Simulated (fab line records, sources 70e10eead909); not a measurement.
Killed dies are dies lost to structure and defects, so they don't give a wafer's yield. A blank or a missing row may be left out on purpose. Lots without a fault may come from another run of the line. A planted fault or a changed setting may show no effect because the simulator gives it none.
Chamber matching | flow nand_harc | NHARC_A_SLIT_DEP_23 on pecvd-01: 3 sister chambers
The step deposits SiON, target thk 100 nm. 3 wafers are shown with their chamber, then 8 later ones without.

WAFERS WITH THEIR CHAMBER
wafer  | chamber | heater_power_outer_w (W)
L083.6 | 0       | 489
L086.6 | 1       | 360
L092.1 | 2       | 574

WAFERS WITHOUT THEIR CHAMBER
wafer  | heater_power_outer_w (W)
L092.3 | 522
L092.4 | 596
L095.1 | 533
L095.3 | 463
L095.4 | 351
L094.1 | 557
L094.2 | 463
L094.4 | 532

WHICH CHAMBER EACH WENT THROUGH
wafer  | from the rows above     | in truth
L092.3 | can't be placed: 0 or 2 | 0
L092.4 | 2                       | 2
L095.1 | can't be placed: 2 or 0 | 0
L095.3 | 0                       | 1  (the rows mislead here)
L095.4 | 1                       | 1
L094.1 | can't be placed: 2 or 0 | 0
L094.2 | 0                       | 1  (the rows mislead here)
L094.4 | can't be placed: 2 or 0 | 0
Placed correctly: 2 of 8. Can't be placed from these rows: 4 (the true chamber is among the candidates in 4). Placed wrongly: 2.
How it was worked out, from the rows above alone: a wafer's distance from a chamber is the root of the sum, over the readings, of the square of ((its reading less the chamber's mean) divided by the reading's scatter). The wafer belongs to the nearest chamber; if the next one is less than 2 further off, it can't be placed. A chamber's mean is the mean of its shown wafers. The scatter: with one shown wafer a chamber, the root of the mean of the squares of how far each hidden wafer lies from its nearest shown one.
